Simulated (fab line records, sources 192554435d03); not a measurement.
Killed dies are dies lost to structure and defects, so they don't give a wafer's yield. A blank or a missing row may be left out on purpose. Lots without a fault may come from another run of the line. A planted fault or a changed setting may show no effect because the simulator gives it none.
Which tool did it? | flow n5_finfet | 24 lots, 72 wafers sampled, at 2 steps of a route of 1938

WHAT THE GAUGES READ, wafer by wafer
N5_BEOL_M6_OVL_MEAS_12. Usual: M6_OVL -0.4 nm, standard deviation 0.68.
lot  | measured     | on         | M6_OVL (nm)    | flag
L074 | day 8 06:41  | overlay-01 | -1.2 0.2 -1.8  |
L075 | day 9 11:11  | overlay-01 | 0.4 0.0 -0.3   |
L076 | day 9 15:59  | overlay-02 | -0.8 0.0 -0.8  |
L077 | day 9 19:20  | overlay-01 | -0.9 -1.0 -0.5 |
L078 | day 10 02:20 | overlay-02 | 0.0 -0.4 0.3   |
L080 | day 10 16:26 | overlay-02 | -0.5 -0.5 -0.3 |
L079 | day 10 16:30 | overlay-01 | -1.0 -0.1 -1.0 |
L082 | day 10 22:49 | overlay-01 | -0.5 -0.7 -0.9 |
L081 | day 11 01:44 | overlay-01 | -0.4 0.1 -0.6  |
L085 | day 11 01:55 | overlay-01 | -0.9 -1.4 -0.6 |
L083 | day 11 15:33 | overlay-02 | 0.2 -0.5 -0.4  |
L084 | day 11 21:14 | overlay-01 | -0.6 -1.0 0.1  |
L086 | day 12 00:11 | overlay-01 | -1.5 -1.5 -0.3 |
L088 | day 12 00:21 | overlay-02 | 0.4 1.0 0.5    |
L087 | day 12 00:23 | overlay-01 | 0.0 -0.6 0.3   |
L089 | day 12 15:16 | overlay-02 | 0.2 0.6 -0.9   |
L090 | day 13 04:38 | overlay-02 | 0.2 -0.4 -0.1  |
L091 | day 13 06:53 | overlay-02 | 0.2 -0.8 1.6   |
L093 | day 13 14:00 | overlay-02 | -1.7 -0.5 -1.5 |
L094 | day 13 16:33 | overlay-02 | -0.9 0.1 0.0   |
L092 | day 13 17:19 | overlay-02 | -1.0 -0.9 -1.0 |
L095 | day 14 18:49 | overlay-02 | 0.4 0.3 -0.4   |
L097 | day 14 23:39 | overlay-01 | -1.4 -2.0 -1.5 |
L096 | day 15 05:31 | overlay-01 | -1.2 -1.1 -0.5 |

N5_BEOL_M6_INSPECT_13: inspects for defects (brightfield). Usual: raw_defect_count 418, standard deviation 98.
lot  | measured     | on                | raw_defect_count | flag
L074 | day 8 06:42  | defect_inspect-02 | 320 542 260      |
L075 | day 9 11:12  | defect_inspect-01 | 426 398 389      |
L076 | day 9 16:01  | defect_inspect-01 | 333 438 298      |
L077 | day 9 19:22  | defect_inspect-01 | 434 336 384      |
L078 | day 10 02:22 | defect_inspect-01 | 437 332 391      |
L080 | day 10 16:27 | defect_inspect-02 | 420 403 396      |
L079 | day 10 16:32 | defect_inspect-01 | 347 307 335      |
L082 | day 10 22:51 | defect_inspect-01 | 465 523 536      |
L081 | day 11 01:45 | defect_inspect-02 | 501 429 367      |
L085 | day 11 01:56 | defect_inspect-02 | 393 417 400      |
L083 | day 11 15:35 | defect_inspect-01 | 353 662 481      |
L084 | day 11 21:15 | defect_inspect-02 | 443 284 360      |
L086 | day 12 00:13 | defect_inspect-02 | 364 390 442      |
L088 | day 12 00:22 | defect_inspect-01 | 400 403 304      |
L087 | day 12 00:25 | defect_inspect-02 | 395 542 430      |
L089 | day 12 15:17 | defect_inspect-02 | 453 619 431      |
L090 | day 13 04:40 | defect_inspect-02 | 485 350 635      |
L091 | day 13 06:55 | defect_inspect-02 | 385 342 342      |
L093 | day 13 14:02 | defect_inspect-01 | 307 286 268      |
L094 | day 13 16:35 | defect_inspect-01 | 456 344 270      |
L092 | day 13 17:20 | defect_inspect-02 | 349 317 383      |
L095 | day 14 18:50 | defect_inspect-02 | 575 611 493      |
L097 | day 14 23:40 | defect_inspect-02 | 526 337 450      |
L096 | day 15 05:32 | defect_inspect-02 | 491 358 417      |

WHICH TOOL RAN EACH LOT (tool, then ch and the chambers of the sampled wafers, then the start)
The record holds no process step before these readings.

WHAT THE TOOLS THEMSELVES READ (means of the sampled wafers that have a number; where no wafer has one, the mark that the record gives instead)
The record holds no such reading with a usual standard deviation.

THE ANSWER, worked out from the rows above alone
Rule: a lot is off if the mean of its wafers that have a number lies more than 3 standard deviations from the usual mean. A lot without any number at a reading at which 4 lots or more have one is off too. The other lots that the step has rows for count as sound. The gauges are gone through in route order, then the tools' own readings, and for those a lot's mean is taken as printed above. The first step at which some lot is off is used, and at that step the reading that is off furthest; a lot without a number counts as furthest.
No lot is off at any reading shown: from this, nothing can be told.

WHAT THE SIMULATOR HAD PUT IN
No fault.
